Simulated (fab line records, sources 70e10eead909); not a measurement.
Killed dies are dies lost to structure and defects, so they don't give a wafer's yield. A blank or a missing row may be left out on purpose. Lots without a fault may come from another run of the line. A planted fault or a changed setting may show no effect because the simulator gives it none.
Chamber matching | flow nand_harc | NHARC_P_M0_ETCH_34 on rie_diel-09: 4 sister chambers
The step etches the open film in N2/H2, target depth 40 nm, overetch 12 nm, time 43.94 s. 8 wafers are shown with their chamber, then 11 later ones without.

WAFERS WITH THEIR CHAMBER
wafer  | chamber | showerhead_plenum_p_Torr (Torr) | drypump_motor_current_A (A)
L078.3 | 0       | 2.01                            | 5.2
L082.1 | 0       | 2.01                            | 5.2
L082.6 | 2       | 1.93                            | 4.6
L085.5 | 2       | 1.93                            | 4.7
L085.6 | 3       | 1.88                            | 5.5
L086.2 | 3       | 1.88                            | 5.6
L086.5 | 1       | 1.91                            | 6.0
L089.1 | 1       | 1.90                            | 6.0

WAFERS WITHOUT THEIR CHAMBER
wafer  | showerhead_plenum_p_Torr (Torr) | drypump_motor_current_A (A)
L089.5 | 1.93                            | 4.7
L089.6 | 1.90                            | 6.0
L090.2 | 1.88                            | 5.6
L090.3 | 2.00                            | 5.2
L090.6 | 1.88                            | 5.5
L092.1 | 2.00                            | 5.2
L092.3 | 1.90                            | 6.0
L092.5 | 1.88                            | 5.6
L095.3 | 1.88                            | 5.6
L095.5 | 2.00                            | 5.2
L095.6 | 1.90                            | 6.0

WHICH CHAMBER EACH WENT THROUGH
wafer  | from the rows above | in truth
L089.5 | 2                   | 2
L089.6 | 1                   | 1
L090.2 | 3                   | 3
L090.3 | 0                   | 0
L090.6 | 3                   | 3
L092.1 | 0                   | 0
L092.3 | 1                   | 1
L092.5 | 3                   | 3
L095.3 | 3                   | 3
L095.5 | 0                   | 0
L095.6 | 1                   | 1
Placed correctly: 11 of 11. Can't be placed from these rows: 0. Placed wrongly: 0.
How it was worked out, from the rows above alone: a wafer's distance from a chamber is the root of the sum, over the readings, of the square of ((its reading less the chamber's mean) divided by the reading's scatter). The wafer belongs to the nearest chamber; if the next one is less than 2 further off, it can't be placed. A chamber's mean is the mean of its shown wafers. The scatter: the root of (the sum of the squares of (reading less its chamber's mean) over the shown wafers, divided by (wafers less chambers)).
